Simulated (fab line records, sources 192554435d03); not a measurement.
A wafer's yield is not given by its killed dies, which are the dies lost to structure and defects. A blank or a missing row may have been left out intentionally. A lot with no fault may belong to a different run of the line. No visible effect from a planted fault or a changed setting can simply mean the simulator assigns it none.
Struck lot and sound lot, side by side -- flow n5 finfet -- 28 out of 1938 route steps
Sound: these wafers, L711.3, L711.5, L711.6. Wafers struck: L716.2, L716.4, L716.5. The cause is named last.
Per side, at each step with rows, come the tool, then ch with its chambers, and then its first start. Under that, the readings that differ: sound wafers -- struck wafers -- difference of the means -- sigmas: that difference in standard deviations of wafers without a fault.
alike: readings with means less than 2 such deviations apart, plus words and numbers identical on both sides. not compared: withheld readings, readings lacking a value on some wafer, bounds such as >300 that could conceal the same value, and numbers that have no deviation in the record and whose values overlap.
Wherever a step has rows on one side only, a row that says differs or no value, or a row with sigmas, the two part there. When numbers do not overlap yet have no deviation, they are printed without sigmas and do not part them. Lack of a reading on every wafer of one side parts them only where that side has two or more wafers.

first, 8 steps without rows for these wafers: N5_BEOL_M0_SAQP_COAT_81 (time 60 s, resist thk 100 nm); N5_BEOL_M0_SAQP_COAT_82 (time 60 s, resist thk 30 nm); N5_BEOL_M0_SAQP_COAT_08 (resist thk 90 nm); N5_BEOL_M0_SAQP_EBR_10; N5_BEOL_M0_SAQP_SOFTBAKE_09 (time 60 s); N5_BEOL_M0_SAQP_EXPOSE_11 (exposes mask M0 CORE, target cd 42 nm); N5_BEOL_M0_SAQP_PEB_12 (peb time 60 s); N5_BEOL_M0_SAQP_DEVELOP_13 (develop time 30 s).
N5_BEOL_M0_SAQP_CD_MEAS_14 targets a cd of 42.5 nm.
  sound on cd sem-02 ch 0, day 6 03:59; struck on cd sem-03 ch 0, day 7 05:12
  alike: cd nm
N5_BEOL_M0_SAQP_OVL_MEAS_15:
  sound on overlay-02 ch 0, day 6 04:01; struck on overlay-01 ch 0, day 7 05:14
  alike: M0_CORE_OVL
N5_BEOL_M0_SAQP_INSPECT_16: inspects for defects (brightfield).
  sound on defect inspect-01, day 6 04:02; struck on defect inspect-02, day 7 05:15
  alike: raw defect count
then, 1 step without rows for these wafers: N5_BEOL_M0_SAQP_DESCUM_19 (chemistry O2, time 7.9 s).
N5_BEOL_M0_SAQP_ETCH_83: etches SiARC in CF4, target depth 39 nm, time 65 s.
  sound on rie diel-03 ch 1,2,3, day 6 04:06; struck on rie diel-05 ch 1,2, day 7 05:23
  no value came back on the struck wafers for any of 8 readings (bias w (W), cf4 flow sccm (sccm) and others); on the sound wafers bias w (W) reads 36.16 35.69 35.72
reading,sound,struck,difference,sigmas
model.CAR-ArF_of_BEOL_M0_SAQP_COAT_08.thk nm (nm),55.8 55.8 55.8,83.2 83.6 83.4,+27.6,
  not compared: rf hours counter h
N5_BEOL_M0_SAQP_ETCH_84: etches SOC in N2/H2, target depth 100 nm, overetch 20 nm, time 150 s.
  sound on rie diel-03 ch 1,2,3, day 6 04:09; struck on rie diel-05 ch 1,2, day 7 05:26
reading,sound,struck,difference,sigmas
oes product au (a.u.),0.65 0.65 0.64,0.36 0.33 0.34,-0.30,-4
throttle valve pct (%),17.94 18.25 17.89,17.64 17.53 17.53,-0.46,-2
  alike: bias w, chamber pressure mTorr, drypump motor current A, h2 flow sccm, rf vpp V, showerhead plenum p Torr
  not compared: rf hours counter h
then, 1 step without rows for these wafers: N5_BEOL_M0_SAQP_STRIP_80 (strips in N2/H2).
N5_BEOL_M0_SAQP_HM_OPEN_112: chemistry CHF3/O2, target SiO2, stops on a-Si, target depth 12 nm, time 13.5 s.
  sound on rie diel-03 ch 1,2,3, day 6 04:16; struck on rie diel-05 ch 1,2, day 7 05:33
reading,sound,struck,difference,sigmas
oes product au (a.u.),0.48 0.48 0.46,0.36 0.34 0.33,-0.13,-2
throttle valve pct (%),18.97 19.16 18.98,18.73 18.51 18.51,-0.45,-2
  alike: drypump motor current A, rf vpp V, showerhead plenum p Torr
  not compared: rf hours counter h
then, 1 step without rows for these wafers: N5_BEOL_M0_SAQP_STRIP_113 (strips in CHF3/O2).
N5_BEOL_M0_SAQP_MANDREL_ETCH_20: etches a-Si in HBr/Cl2, stops on SiNx, target depth 60 nm, bt time 10 s, time 30 s.
  sound on rie si-03 ch 0,2, day 6 04:20; struck on rie si-03 ch 0,1,3, day 7 05:38
reading,sound,struck,difference,sigmas
oes product au (a.u.),0.780 0.777 0.781,0.319 0.326 0.325,-0.456,-35
throttle valve pct (%),35.48 35.47 35.06,36.46 36.36 36.91,+1.24,+4
  alike: HBr_flow_sccm, bias w, drypump motor current A
  not compared: rf hours counter h
N5_BEOL_M0_SAQP_STRIP_86: strips in N2/H2.
  sound on rie diel-05 ch 0,1,3, day 6 04:26; struck on rie diel-02 ch 0,1, day 7 05:44
  alike: drypump motor current A, h2 flow sccm, oes product au, rf vpp V, showerhead plenum p Torr, throttle valve pct
  not compared: rf hours counter h
then, 2 steps without rows for these wafers: N5_BEOL_M0_SAQP_STRIP_115 (strips in post etch residue remover, time 60 s); N5_BEOL_M0_SAQP_SRD_93 (time 30 s).
N5_BEOL_M0_SAQP_RECESS_114: chemistry HF/NH3, target SiO2, target depth 14.4 nm, afs cycles 3, sublimation time 60 s.
  sound on vapor etch-01 ch 0,1, day 6 04:41; struck on vapor etch-01 ch 1, day 7 05:52
  alike: drypump motor current A
N5_BEOL_M0_SAQP_SPACER1_ALD_98: deposits SiO2, target thk 12.8 nm, pulse time 1 s, purge time 2 s.
  sound on ald sin-03 ch 0,1, day 6 05:05; struck on ald sin-02 ch 0,3, day 7 06:15
  alike: heater power w, precursor pulse height rel
N5_BEOL_M0_SAQP_SPACER1_ETCHBACK_99: etches SiO2 in CHF3/O2, target depth 15.4 nm, time 7.7 s.
  sound on rie diel-03 ch 0,1,3, day 6 05:34; struck on rie diel-03 ch 0,2, day 7 06:43
reading,sound,struck,difference,sigmas
oes product au (a.u.),0.73 0.73 0.84,0.26 0.31 0.26,-0.49,-6
  alike: drypump motor current A, rf vpp V, showerhead plenum p Torr, throttle valve pct
  not compared: rf hours counter h
N5_BEOL_M0_SAQP_MANDREL1_REMOVE_100: chemistry HBr/Cl2/O2, target a-Si, stops on SiNx, bt time 10 s.
  sound on rie si-03 ch 1,2, day 6 05:40; struck on rie si-05 ch 0,1,2, day 7 06:49
reading,sound,struck,difference,sigmas
drypump motor current A (A),6.7 6.7 6.3,5.7 5.0 5.2,-1.3,-2
oes product au (a.u.),1.004 1.022 1.016,0.377 0.366 0.363,-0.645,-38
  alike: throttle valve pct
  not compared: rf hours counter h
N5_BEOL_M0_SAQP_CD_MEAS_25 targets a cd of 13.1 nm.
  sound on cd sem-02 ch 0, day 6 05:46; struck on cd sem-02 ch 0, day 7 06:55
reading,sound,struck,difference,sigmas
cd nm (nm),12.56 12.82 12.78,- - -,no value on the struck wafers,
N5_BEOL_M0_SAQP_ETCH_101: etches SiNx in CH3F/O2, target depth 29.9 nm, time 42.7 s.
  sound on rie diel-03 ch 1,2, day 6 05:50; struck on rie diel-03 ch 2,3, day 7 06:58
  alike: CH3F_flow_sccm, O2_flow_sccm, drypump motor current A, oes product au, rf vpp V, showerhead plenum p Torr, throttle valve pct
  not compared: rf hours counter h
N5_BEOL_M4_RC_MEAS_101:
  the record has rows for the sound wafers here (prober-02 ch 0, day 11 02:54) and none for the struck ones

## WHERE THEY PART
At N5_BEOL_M0_SAQP_ETCH_83 first; at N5_BEOL_M4_RC_MEAS_101 last (within this record only).

WHY: the cause the simulator had injected
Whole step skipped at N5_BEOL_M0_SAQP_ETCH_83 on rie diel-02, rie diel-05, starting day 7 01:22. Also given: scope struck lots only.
